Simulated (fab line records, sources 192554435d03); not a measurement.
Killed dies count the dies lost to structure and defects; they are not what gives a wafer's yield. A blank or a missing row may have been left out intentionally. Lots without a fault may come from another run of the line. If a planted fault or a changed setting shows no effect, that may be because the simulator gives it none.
fab line records | flow n5Finfet
record lots=7 wafers=21
route steps=1938 shown BEOL_M9@1419 BEOL_M11@1539 BEOL_M12@1605
startH: hours from the record's first day to the start of the lot's first wafer shown | waitH: time in hours since the lot's previous step | " as in the row above | L1.1+2: a single row standing in for several wafers | - no value, or no start was given | * or withheld: withheld | < > ~ a bound
route shown NAME@n: names a module that has steps shown in the file, with the first one's number in the route | usual: mean/standard deviation taken from wafers without a fault | same: alike in all rows | chamber/n: place in a boat | sites: the reading at each site | _std_site: the standard deviation of these | _edge_site: inner sites' mean taken away from outer sites' mean | radiusMm: for every site, how far away it sits from the centre of the wafer | mask NAME#n: copy n | behind: the tool/chamber that last shaped the wafer | hold: why the lot was held/for how many hours/how that ended | device: transistor that didn't switch, given as n, p or np | end of line: the same wafers' tests at the end of the route | a step without rows: its recipe alone | killed: dies lost to structure and defects at the first sort, not the wafer's yield | map: a wafer's dies, marking killed ones x, the rest . and places with no die _
set.NAME: the run value of the setting; set.NAME@STEP: its run value at that earlier step | model.NAME: the simulator's own value behind a step, which no gauge read
lots where settings were altered on purpose, with a table for each step and a row for each wafer
## steps
# step N5_BEOL_M9_ETCH_62
# recipe chemistry=N2/H2 target=SOC targetDepthA=1100 overetchA=220 maskMaterial=SiARC tempC=40 timeS=165 ionEnergyEv=200 pressureMtorr=30 sourceW=840 biasW=150 n2FlowSccm=200 h2FlowSccm=200
# columns lot.wafer tool chamber startH waitH set.timeS model.SiARC_of_BEOL_M9_COAT_60.thkNm
L076.2 rieDiel-02 3 220.43 0.0 201.1 22.2
L076.4 " 2 " " 165 23.6
L076.6 " 3 " " 201.1 22
L083.1 rieDiel-02 3 258.57 0.0 179.3 23
L083.4 " 1 " " 179.3 22.4
L083.5 " 1 " " 165 23
L085.1 rieDiel-06 2 270.37 0.0 165 23.4
L085.5 " 3 " " 165 24.2
L085.6 " 0 " " 165 23.6
L086.2 rieDiel-02 2 273.19 0.0 165 23.6
L086.3 " 0 " " 179 22.8
L086.6 " 3 " " 179 23
L089.2 rieDiel-06 3 285.65 0.0 146.3 24.8
L089.4 " 0 " " 146.3 24.4
L089.6 " 2 " " 165 23.2
L088.2 rieDiel-02 0 293.08 0.0 165 23.8
L088.3+4 " 2,3 " " 187.7 23
L096.1 rieDiel-06 1 344.55 0.0 165 23.8
L096.2+6 " 0,1 " " 165 23.6
# step N5_BEOL_M9_STRIP_68
# recipe chemistry=N2/H2 tempC=40 n2FlowSccm=200 h2FlowSccm=200 rfFrequencyHz=6e+07
# step N5_BEOL_M9_STRIP_67
# recipe chemistry=CF4 resist=SiARC powerW=300 biasPowerW=75 pressureMtorr=50 cf4FlowSccm=150 rfFrequencyHz=6e+07
# step N5_BEOL_M9_HM_OPEN_17
# recipe chemistry=Cl2/BCl3 targetDepthA=200 overetchA=60 target=TiN maskMaterial=SOC ionEnergyEv=150 pressureMtorr=10 icpW=1000 biasW=126 Cl2_flow_sccm=53.25 bcl3FlowSccm=21.75 Ar_flow_sccm=25
# columns lot.wafer tool chamber startH waitH set.timeS@BEOL_M9_ETCH_62 model.etch.depthNm
L076.2 rieMetal-01 1 220.62 0.0 201.1 15.94
L076.4 " 0 " " 165 19.69
L076.6 " 1 " " 201.1 16.08
L083.1 rieMetal-01 0 258.75 0.0 179.3 18.43
L083.4 " 0 " " 179.3 18.28
L083.5 " 1 " " 165 20.31
L085.1 rieMetal-02 0 270.56 0.0 165 20.42
L085.5 " 1 " " 165 20.16
L085.6 " 0 " " 165 20.31
L086.2 rieMetal-02 0 273.38 0.0 165 19.86
L086.3 " 0 " " 179 18.08
L086.6 " 0 " " 179 18.21
L089.2 rieMetal-02 1 285.84 0.0 146.3 20.23
L089.4 " 1 " " 146.3 20.13
L089.6 " 0 " " 165 20
L088.2 rieMetal-02 1 293.27 0.0 165 20.16
L088.3 " 1 " " 187.7 17.75
L088.4 " 0 " " 187.7 17.72
L096.1 rieMetal-03 1 344.73 0.0 165 19.99
L096.2 " 0 " " 165 20.31
L096.6 " 0 " " 165 20.18
# step N5_BEOL_M11_PECVD_70
# recipe material=SiO2 targetThkA=200 tempC=400 precursor=TEOS/O2 pressureTorr=5.5 rfW=450 teosFlowSccm=53.8 gas=O2 flowSccm=3000 timeS=22.7
# columns lot.wafer tool chamber startH waitH set.tempC model.SiO2_of_BEOL_M11_PECVD_70.thkNm
L076.2 pecvd-02 0 234.81 0.0 400 19.6
L076.4 " 2 " " 400 20.2
L076.6 " 1 " " 400 20.8
L083.1 pecvd-02 0 272.07 0.0 400 19.6
L083.4 " 2 " " 417.1 17.8
L083.5 " 1 " " 400 20.6
L085.1 pecvd-03 0 284.25 0.0 400 19.8
L085.5 " 0 " " 400 20
L085.6 " 1 " " 400 20.2
L086.2 pecvd-03 1 284.55 0.0 400 19.6
L086.3 " 2 " " 389.6 20.8
L086.6 " 0 " " 400 20
L089.2 pecvd-02 0 300.45 0.0 400 19.6
L089.4 " 1 " " 400 20.2
L089.6 " 2 " " 400 20
L088.2+4 pecvd-04 0,1 307.63 0.0 400 19.8
L088.3 " 2 " " 400 19.4
L096.1 pecvd-04 0 359.82 0.0 389.3 21.2
L096.2+6 " 2 " " 400 20
# step N5_BEOL_M11_EXPOSE_08
# recipe maskId=M11 na=1.35 sourceShape=dipole sigmaInner=0.411 sigmaOuter=0.611 polarization=te doseMj=53.75
# columns lot.wafer tool chamber startH waitH mask set.doseMj
L076.2+4 arfiScanner-03 0 235.25 - M11#0 53.75
L076.6 " 0 " " M11#0 57.25
L083.1+4 arfiScanner-02 0 273.09 - M11#0 53.75
L083.5 " 0 " " M11#0 57.61
L085.1+5+6 arfiScanner-01 0 285.08 - M11#0 53.75
L086.2+6 arfiScanner-03 0 285.48 - M11#0 55.47
L086.3 " 0 " " M11#0 53.75
L089.2+6 arfiScanner-02 0 302.54 - M11#0 52.09
L089.4 " 0 " " M11#0 53.75
L088.2+3+4 arfiScanner-01 0 309.95 - M11#0 53.75
L096.1+2 arfiScanner-01 0 361.35 - M11#0 55.7
L096.6 " 0 " " M11#0 53.75
# step N5_BEOL_M11_PEB_09
# recipe pebTempC=withheld pebTimeS=60 resist=CAR-ArF
# step N5_BEOL_M11_DEVELOP_10
# recipe developTimeS=30 developer=TMAH resist=CAR-ArF rinseLiquid=diw dry=airSpin devTempC=23
# step N5_BEOL_M11_CD_MEAS_11
# recipe targetCdNm=64.1 landingEnergyEv=500 detector=seInlens polarity=opening
# usual cdNm=63.7/0.72
# columns lot.wafer tool chamber startH waitH set.doseMj@BEOL_M11_EXPOSE_08 cdNm
L076.2 cdSem-01 0 235.37 - 53.75 63.6
L076.4 " 0 " " 53.75 63.8
L076.6 " 0 " " 57.25 68.4
L083.1 cdSem-01 0 273.21 - 53.75 65.1
L083.4 " 0 " " 53.75 64.2
L083.5 " 0 " " 57.61 68.0
L085.1 cdSem-02 0 285.21 - 53.75 64.4
L085.5 " 0 " " 53.75 63.7
L085.6 " 0 " " 53.75 64.9
L086.2 cdSem-01 0 285.60 - 55.47 65.2
L086.3 " 0 " " 53.75 64.0
L086.6 " 0 " " 55.47 64.9
L089.2 cdSem-01 0 302.66 - 52.09 61.8
L089.4 " 0 " " 53.75 63.0
L089.6 " 0 " " 52.09 62.3
L088.2 cdSem-02 0 310.08 - 53.75 64.7
L088.3 " 0 " " 53.75 64.1
L088.4 " 0 " " 53.75 63.7
L096.1 cdSem-01 0 361.47 - 55.7 64.2
L096.2 " 0 " " 55.7 65.9
L096.6 " 0 " " 53.75 63.6
# step N5_BEOL_M11_DESCUM_16
# recipe chemistry=O2 timeS=7.9 sourcePowerW=50 biasPowerW=20 pressureMtorr=20 rfFrequencyHz=2.712e+07 tempC=40 resist=CAR-ArF o2FlowSccm=225
# step N5_BEOL_M11_ETCH_61
# recipe chemistry=CF4 target=SiARC targetDepthA=390 maskMaterial=CAR-ArF timeS=65 ionEnergyEv=80 pressureMtorr=40 sourceW=545 biasW=36 Ar_flow_sccm=100 cf4FlowSccm=100 ends=cleared
# columns lot.wafer tool chamber startH waitH set.doseMj@BEOL_M11_EXPOSE_08 model.BEOL_M11.cdOffsetNm
L076.2 rieDiel-02 1 235.49 0.0 53.75 0
L076.4 " 2 " " 53.75 0.2
L076.6 " 0 " " 57.25 4.4
L083.1 rieDiel-03 2 273.34 0.0 53.75 1.6
L083.4 " 2 " " 53.75 0.2
L083.5 " 1 " " 57.61 4.4
L085.1 rieDiel-02 0 285.33 0.0 53.75 0.2
L085.5 " 2 " " 53.75 -0.2
L085.6 " 1 " " 53.75 1
L086.2 rieDiel-03 0 285.80 0.0 55.47 1
L086.3 " 2 " " 53.75 -0.2
L086.6 " 1 " " 55.47 0.6
L089.2 rieDiel-02 1 303.21 0.0 52.09 -2
L089.4 " 3 " " 53.75 -0.6
L089.6 " 3 " " 52.09 -2.4
L088.2 rieDiel-02 2 310.26 0.0 53.75 0.8
L088.3 " 1 " " 53.75 0.4
L088.4 " 3 " " 53.75 -0.8
L096.1 rieDiel-06 3 361.61 0.0 55.7 0
L096.2 " 1 " " 55.7 1.6
L096.6 " 1 " " 53.75 -1
# step N5_BEOL_M11_ETCH_62
# recipe chemistry=N2/H2 target=SOC targetDepthA=1100 overetchA=220 maskMaterial=SiARC tempC=40 timeS=165 ionEnergyEv=200 pressureMtorr=30 sourceW=840 biasW=150 n2FlowSccm=200 h2FlowSccm=200
# columns lot.wafer tool chamber startH waitH set.doseMj@BEOL_M11_EXPOSE_08 model.BEOL_M11.cdOffsetNm
L076.2 rieDiel-02 1 235.54 0.0 53.75 0
L076.4 " 2 " " 53.75 0.4
L076.6 " 0 " " 57.25 4.4
L083.1 rieDiel-03 2 273.39 0.0 53.75 1.4
L083.4 " 2 " " 53.75 0
L083.5 " 1 " " 57.61 3.6
L085.1+5 rieDiel-02 0,2 285.38 0.0 53.75 0
L085.6 " 1 " " 53.75 1
L086.2 rieDiel-03 0 285.85 0.0 55.47 1
L086.3 " 2 " " 53.75 -0.4
L086.6 " 1 " " 55.47 -0.2
L089.2 rieDiel-02 1 303.26 0.0 52.09 -2
L089.4 " 3 " " 53.75 -0.4
L089.6 " 3 " " 52.09 -2.2
L088.2 rieDiel-02 2 310.31 0.0 53.75 0.8
L088.3 " 1 " " 53.75 0.6
L088.4 " 3 " " 53.75 -0.4
L096.1 rieDiel-06 3 361.66 0.0 55.7 -0.4
L096.2 " 1 " " 55.7 1.6
L096.6 " 1 " " 53.75 -1.2
# step N5_BEOL_M11_STRIP_68
# recipe chemistry=N2/H2 tempC=40 n2FlowSccm=200 h2FlowSccm=200 rfFrequencyHz=6e+07
# step N5_BEOL_M11_STRIP_67
# recipe chemistry=CF4 resist=SiARC powerW=300 biasPowerW=75 pressureMtorr=50 cf4FlowSccm=150 rfFrequencyHz=6e+07
# step N5_BEOL_M11_HM_OPEN_17
# recipe chemistry=Cl2/BCl3 targetDepthA=200 overetchA=60 target=TiN maskMaterial=SOC ionEnergyEv=150 pressureMtorr=10 icpW=1000 biasW=126 Cl2_flow_sccm=53.25 bcl3FlowSccm=21.75 Ar_flow_sccm=25
# columns lot.wafer tool chamber startH waitH set.doseMj@BEOL_M11_EXPOSE_08 model.BEOL_M11.cdOffsetNm
L076.2 rieMetal-02 1 235.73 0.0 53.75 0
L076.4 " 1 " " 53.75 0.4
L076.6 " 1 " " 57.25 4.4
L083.1 rieMetal-03 1 273.57 0.0 53.75 1.4
L083.4 " 1 " " 53.75 0
L083.5 " 0 " " 57.61 3.4
L085.1 rieMetal-01 0 285.57 0.0 53.75 0
L085.5 " 1 " " 53.75 -0.2
L085.6 " 0 " " 53.75 1
L086.2 rieMetal-03 0 286.04 0.0 55.47 0.8
L086.3 " 1 " " 53.75 -0.4
L086.6 " 0 " " 55.47 -0.4
L089.2 rieMetal-03 0 303.44 0.0 52.09 -2.2
L089.4 " 0 " " 53.75 -0.6
L089.6 " 0 " " 52.09 -2.4
L088.2 rieMetal-03 0 310.49 0.0 53.75 0.6
L088.3 " 0 " " 53.75 0.4
L088.4 " 1 " " 53.75 -0.2
L096.1 rieMetal-03 0 361.84 0.0 55.7 -0.6
L096.2 " 1 " " 55.7 1.4
L096.6 " 0 " " 53.75 -1.4
# step N5_BEOL_M11_STRIP_19
# recipe chemistry=O2 powerW=400 tempC=40 pressureMtorr=30 rfFrequencyHz=6e+07 biasPowerW=0 overashFraction=0.2 o2FlowSccm=225
# step N5_BEOL_M11_STRIP_77
# recipe chemistry=N2/H2 timeS=10 powerW=450 tempC=40 pressureMtorr=20 rfFrequencyHz=6e+07 biasPowerW=7 n2FlowSccm=200 h2FlowSccm=200
# step N5_BEOL_M11_HM_STRIP_39
# recipe chemistry=peroxideTinStrip material=TiN targetDepthA=250 tempC=50 timeS=158
# columns lot.wafer tool chamber startH waitH set.tempC@BEOL_M11_PECVD_70 model.SiO2_of_BEOL_M11_PECVD_70.thkNm
L076.2 wetBench-03 0 238.89 0.0 400 19.6
L076.4 " 5 " " 400 20
L076.6 " 3 " " 400 20.6
L083.1 wetBench-01 7 275.83 0.0 400 19.4
L083.4 " 5 " " 417.1 17.6
L083.5 " 6 " " 400 20.4
L086.2 wetBench-01 5 287.51 0.0 400 19.6
L086.3 " 6 " " 389.6 20.6
L086.6 " 4 " " 400 19.8
L085.1 wetBench-03 6 288.13 0.1 400 19.6
L085.5 " 2 " " 400 19.8
L085.6 " 4 " " 400 20
L089.2 wetBench-03 6 305.13 0.0 400 19.4
L089.4 " 5 " " 400 20
L089.6 " 3 " " 400 19.8
L088.2 wetBench-01 4 314.10 0.0 400 19.8
L088.3 " 2 " " 400 19.2
L088.4 " 5 " " 400 19.6
L096.1 wetBench-03 7 365.80 0.0 389.3 21
L096.2+6 " 0,6 " " 400 19.8
# step N5_BEOL_M11_SRD_40
# recipe timeS=30 tempC=23 rinseLiquid=diw dry=ipaMarangoni
# step N5_BEOL_M11_PRECLEAN_42
# recipe chemistry=residueRemover timeS=60 tempC=40
# step N5_BEOL_M11_SRD_43
# recipe timeS=30 tempC=23 rinseLiquid=diw dry=ipaMarangoni
# step N5_BEOL_M11_CD_MEAS_35
# recipe targetCdNm=70 polarity=opening
# usual cdNm=69.6/0.87
# columns lot.wafer tool chamber startH waitH set.doseMj@BEOL_M11_EXPOSE_08 cdNm
L076.2 cdSem-01 - 239.11 0.0 53.75 70.1
L076.4 " - " " 53.75 70.4
L076.6 " - " " 57.25 74.1
L083.1 cdSem-01 - 275.95 0.0 53.75 71.2
L083.4 " - " " 53.75 70.3
L083.5 " - " " 57.61 73.2
L086.2 cdSem-03 - 287.63 0.0 55.47 70.7
L086.3 " - " " 53.75 69.5
L086.6 " - " " 55.47 69.7
L085.1 cdSem-01 - 288.26 0.0 53.75 70.0
L085.5 " - " " 53.75 69.9
L085.6 " - " " 53.75 70.6
L089.2 cdSem-03 - 305.25 0.0 52.09 67.7
L089.4 " - " " 53.75 69.6
L089.6 " - " " 52.09 67.8
L088.2 cdSem-01 - 314.23 0.0 53.75 70.4
L088.3 " - " " 53.75 70.2
L088.4 " - " " 53.75 69.6
L096.1 cdSem-02 - 366.02 0.0 55.7 69.5
L096.2 " - " " 55.7 71.8
L096.6 " - " " 53.75 68.4
# step N5_BEOL_M11_DEP_56
# recipe material=SiCN targetThkA=300 tempC=withheld precursor=3MS/NH3 pressureTorr=3 rfW=675 timeS=10.5
# columns lot.wafer tool chamber startH waitH set.timeS model.SiCN_of_BEOL_M11_DEP_56.thkNm
L076.2+6 pecvd-02 1,2 241.73 0.0 10.5 30.2
L076.4 " 0 " " 9.704 27.8
L083.1 pecvd-04 1 279.49 0.0 10.5 30.4
L083.4+5 " 2,0 " " 9.447 27
L086.2+3+6 pecvd-02 1,2,0 290.16 0.0 10.5 29.8
L085.1 pecvd-02 0 291.10 0.0 10.5 29.4
L085.5 " 0 " " 10.5 29.6
L085.6 " 1 " " 10.5 30.4
L089.2 pecvd-03 0 307.62 0.0 10.5 30
L089.4 " 1 " " 10.5 29.6
L089.6 " 2 " " 10.5 29.8
L088.2 pecvd-03 0 316.50 0.0 10.5 29.8
L088.3 " 1 " " 10.5 29
L088.4 " 1 " " 9.215 25.8
L096.1 pecvd-04 0 368.90 0.0 10.5 29.8
L096.2 " 1 " " 10.5 30.4
L096.6 " 1 " " 10.5 31
# step N5_BEOL_M12_COAT_04
# recipe spinRpm=1625 resistThkNm=400
# columns lot.wafer tool chamber startH waitH set.spinRpm model.coat_of_BEOL_M12_COAT_04.thkNm
L076.2+6 lithoTrack-03 0 - - 1551 409.2
L076.4 " 0 " " 1551 409
L083.1 lithoTrack-01 0 - - 1625 400.6
L083.4 " 0 " " 1625 401.2
L083.5 " 0 " " 1625 401.6
L086.2 lithoTrack-03 0 - - 1710 392.2
L086.3 " 0 " " 1625 400.6
L086.6 " 0 " " 1625 401.4
L085.1 lithoTrack-01 0 - - 1625 401.6
L085.5 " 0 " " 1625 400.4
L085.6 " 0 " " 1625 400.8
L089.2 lithoTrack-03 0 - - 1625 400
L089.4 " 0 " " 1625 400.4
L089.6 " 0 " " 1728 389.6
L088.2 lithoTrack-02 0 - - 1548 412.2
L088.3 " 0 " " 1625 401.2
L088.4 " 0 " " 1548 410.6
L096.1 lithoTrack-01 0 - - 1625 398.6
L096.2 " 0 " " 1445 423.2
L096.6 " 0 " " 1625 398.8
# step N5_BEOL_M12_EBR_06
# recipe solvent=PGMEA ebrWidthMm=1.5
# step N5_BEOL_M12_SOFTBAKE_05
# recipe tempC=130 timeS=60
# step N5_BEOL_M12_DESCUM_15
# recipe chemistry=O2 timeS=7.9 sourcePowerW=50 biasPowerW=20 pressureMtorr=20 rfFrequencyHz=2.712e+07 tempC=40 o2FlowSccm=225
# step N5_BEOL_M12_ETCH_59
# recipe chemistry=N2/H2 target=BARC targetDepthA=890 overetchA=267 timeS=67.9 ionEnergyEv=200 pressureMtorr=30 sourceW=840 biasW=150 n2FlowSccm=200 h2FlowSccm=200
# columns lot.wafer tool chamber startH waitH set.spinRpm@BEOL_M12_COAT_04 model.coat_of_BEOL_M12_COAT_04.thkNm
L076.2 rieDiel-01 3 242.42 0.0 1551 325.8
L076.4+6 " 1 " " 1551 327.2
L083.1 rieDiel-05 2 282.08 0.0 1625 317.8
L083.4 " 0 " " 1625 319.2
L083.5 " 3 " " 1625 318.6
L086.2 rieDiel-04 1 291.11 0.0 1710 311.4
L086.3 " 3 " " 1625 320.4
L086.6 " 3 " " 1625 321.6
L085.1 rieDiel-04 0 291.91 0.0 1625 318
L085.5 " 0 " " 1625 317.2
L085.6 " 3 " " 1625 321.4
L089.2 rieDiel-04 0 308.43 0.0 1625 317.4
L089.4 " 0 " " 1625 318.2
L089.6 " 1 " " 1728 309.8
L088.2 rieDiel-04 0 317.31 0.0 1548 329
L088.3 " 2 " " 1625 319.2
L088.4 " 0 " " 1548 327.6
L096.1 rieDiel-01 2 369.58 0.0 1625 319.2
L096.2 " 1 " " 1445 339
L096.6 " 1 " " 1625 314.6
# step N5_BEOL_M12_VIA_ETCH_16
# recipe chemistry=C4F8/O2/Ar target=SiOC pressureMtorr=30 sourceW=3000 biasW=700 Ar_flow_sccm=400 C4F8_flow_sccm=15 O2_flow_sccm=8 heInnerTorr=15 heOuterTorr=30 targetDepthA=7248 timeS=withheld ionEnergyEv=250 ends=cleared
# step N5_BEOL_M12_STRIP_63
# recipe chemistry=N2/H2 powerW=1000 tempC=250 h2Frac=0.65 overashFraction=0.3 pressureMtorr=1000 n2FlowSccm=1750 h2FlowSccm=3250
# usual stripTimeToEndpointS=42.8/0.86
# columns lot.wafer tool chamber startH waitH set.spinRpm@BEOL_M12_COAT_04 stripTimeToEndpointS
L076.2 plasmaAsher-02 1 242.67 - 1551 45.7
L076.4 " 1 " " 1551 45.4
L076.6 " 1 " " 1551 45.6
L083.1 plasmaAsher-01 1 282.33 - 1625 42.4
L083.4 " 0 " " 1625 41.8
L083.5 " 0 " " 1625 43.0
L086.2 plasmaAsher-02 0 291.40 - 1710 41.1
L086.3 " 0 " " 1625 44.1
L086.6 " 1 " " 1625 43.5
L085.1 plasmaAsher-02 1 292.16 - 1625 43.5
L085.5 " 1 " " 1625 42.1
L085.6 " 0 " " 1625 43.6
L089.2 plasmaAsher-02 0 308.68 - 1625 42.3
L089.4 " 0 " " 1625 41.9
L089.6 " 0 " " 1728 39.5
L088.2 plasmaAsher-01 0 318.12 - 1548 45.8
L088.3 " 0 " " 1625 43.2
L088.4 " 1 " " 1548 45.5
L096.1 plasmaAsher-01 0 369.83 - 1625 42.9
L096.2 " 1 " " 1445 48.7
L096.6 " 0 " " 1625 41.7
## key
split step=N5_BEOL_M9_ETCH_62 setting=timeS stated=165 by=wafer
response step=N5_BEOL_M9_ETCH_62 reading=model.SiARC_of_BEOL_M9_COAT_60.thkNm change=-0.0723 per=1% r=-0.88
response step=N5_BEOL_M9_HM_OPEN_17 reading=model.etch.depthNm change=-0.156 per=1% r=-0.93
split step=N5_BEOL_M11_PECVD_70 setting=tempC stated=400 by=wafer
response step=N5_BEOL_M11_PECVD_70 reading=model.SiO2_of_BEOL_M11_PECVD_70.thkNm change=-0.486 per=1% r=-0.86
response step=N5_BEOL_M11_HM_STRIP_39 reading=model.SiO2_of_BEOL_M11_PECVD_70.thkNm change=-0.478 per=1% r=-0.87
split step=N5_BEOL_M11_EXPOSE_08 setting=doseMj stated=53.75 by=wafer
response step=N5_BEOL_M11_CD_MEAS_11 reading=cdNm change=+0.525 per=1% r=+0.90
response step=N5_BEOL_M11_ETCH_61 reading=model.BEOL_M11.cdOffsetNm change=+0.534 per=1% r=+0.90
response step=N5_BEOL_M11_ETCH_62 reading=model.BEOL_M11.cdOffsetNm change=+0.493 per=1% r=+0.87
response step=N5_BEOL_M11_HM_OPEN_17 reading=model.BEOL_M11.cdOffsetNm change=+0.476 per=1% r=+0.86
response step=N5_BEOL_M11_CD_MEAS_35 reading=cdNm change=+0.465 per=1% r=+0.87
split step=N5_BEOL_M11_DEP_56 setting=timeS stated=10.5 by=wafer
response step=N5_BEOL_M11_DEP_56 reading=model.SiCN_of_BEOL_M11_DEP_56.thkNm change=+0.313 per=1% r=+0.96
split step=N5_BEOL_M12_COAT_04 setting=spinRpm stated=1625 by=wafer
response step=N5_BEOL_M12_COAT_04 reading=model.coat_of_BEOL_M12_COAT_04.thkNm change=-2.04 per=1% r=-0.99
response step=N5_BEOL_M12_ETCH_59 reading=model.coat_of_BEOL_M12_COAT_04.thkNm change=-1.83 per=1% r=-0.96
response step=N5_BEOL_M12_STRIP_63 reading=stripTimeToEndpointS change=* per=1% r=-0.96
